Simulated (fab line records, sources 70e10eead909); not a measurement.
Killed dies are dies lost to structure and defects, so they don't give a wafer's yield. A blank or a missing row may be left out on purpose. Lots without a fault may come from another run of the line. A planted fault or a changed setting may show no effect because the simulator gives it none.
A struck lot beside a sound one | flow nand_harc | 13 steps out of a route of 1159
Sound: wafers L668.1, L668.4, L668.5. Struck: wafers L683.1, L683.4. (L683.5 of the same lot was not struck and is left out.) The cause comes at the end.
At each step with rows: each side's tool, then ch and its chambers, then its first start. Under that, the readings that differ: sound wafers | struck wafers | difference of the means | sigmas: that difference in standard deviations of wafers without a fault.
alike: readings whose means differ by less than 2 such deviations, and words and numbers that are the same on both sides. not compared: withheld readings, readings that some wafer has no value for, bounds like >300 that may hide the same value, and numbers for which the record gives no deviation and whose values overlap.
The two part at a step that has a row with sigmas, a row that says differs or no value, or rows on one side only. Numbers that don't overlap but have no deviation are shown without sigmas and don't part them. A reading that every wafer of one side lacks parts them only if that side has two wafers or more.

first, 1 step without rows for these wafers: NHARC_A_WL_FILL_CVD_03 (deposits W, target thk 40 nm, time 3302 s).
NHARC_A_WL_FILL_ETCHBACK_04: etches the open film in NF3, target depth 60 nm, time 120 s.
  sound on rie_metal-02 ch 0,1, day 16 21:55; struck on rie_metal-03 ch 0,1, day 19 19:34
  alike: drypump_motor_current_A, oes_product_au, run_length_s
  not compared: rf_hours_counter_h
NHARC_A_WL_FILL_ETCHBACK_05: etches the open film in Cl2/BCl3, target depth 22 nm, time 60 s.
  sound on rie_metal-02 ch 0,1, day 16 22:08; struck on rie_metal-03 ch 0,1, day 19 19:47
  alike: drypump_motor_current_A, oes_product_au, run_length_s, temp_c
  not compared: rf_hours_counter_h
NHARC_A_WL_FILL_STRIP_27: strips in N2/H2, time 20 s.
  sound on plasma_asher-01 ch 0, day 16 22:16; struck on plasma_asher-01 ch 1, day 19 20:43
  alike: drypump_motor_current_A, heater_power_w, temp_c
  not compared: rf_hours_counter_h
then, 4 steps without rows for these wafers: NHARC_A_WL_FILL_STRIP_28 (strips in post etch residue remover, time 1200 s); NHARC_A_WL_FILL_PRECLEAN_06 (cleans in DIW, time 300 s); NHARC_A_WL_FILL_SRD_07; NHARC_A_WL_FILL_ANNEAL_08 (time 1800 s).
NHARC_A_WL_FILL_ALD_10: deposits SiO2, target thk 50 nm, pulse time 10 s, ald cycles 500.
  sound on ald_hk-01 ch 0,1,2, day 17 02:26; struck on ald_hk-03 ch 1,2, day 20 02:32
  alike: heater_power_outer_w, heater_power_w, precursor_pulse_height_rel
NHARC_A_WL_FILL_ETCHBACK_16: etches the open film in C4F8/O2/Ar, target depth 88 nm, time 17.6 s.
  sound on rie_diel-07 ch 1,2,3; struck on rie_diel-03 ch 0,3
  alike: oes_product_au, rf_vpp_V, run_length_s
  not compared: rf_hours_counter_h
then, 1 step without rows for these wafers: NHARC_A_WL_FILL_STRIP_29 (strips in O2, time 20 s).
NHARC_A_WL_FILL_ETCHBACK_17: etches the open film in Cl2/BCl3, target depth 4 nm, time 26.7 s.
  sound on rie_metal-01 ch 1, day 17 06:47; struck on rie_metal-01 ch 1, day 20 06:22
  reading          | sound          | struck    | difference | sigmas
  run_length_s (s) | 47.4 47.4 47.8 | 38.7 39.2 | -8.6       | -23
  alike: drypump_motor_current_A, oes_product_au
  not compared: rf_hours_counter_h
then, 1 step without rows for these wafers: NHARC_A_WL_FILL_PRECLEAN_18 (cleans in dHF, time 30 s).

WHERE THEY PART
Only at NHARC_A_WL_FILL_ETCHBACK_17, within this record.

WHY: what the simulator had put in
Process parameter drift: rie_metal-01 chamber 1, from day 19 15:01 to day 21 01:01, at NHARC_A_WL_FILL_ETCHBACK_17. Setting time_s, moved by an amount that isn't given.
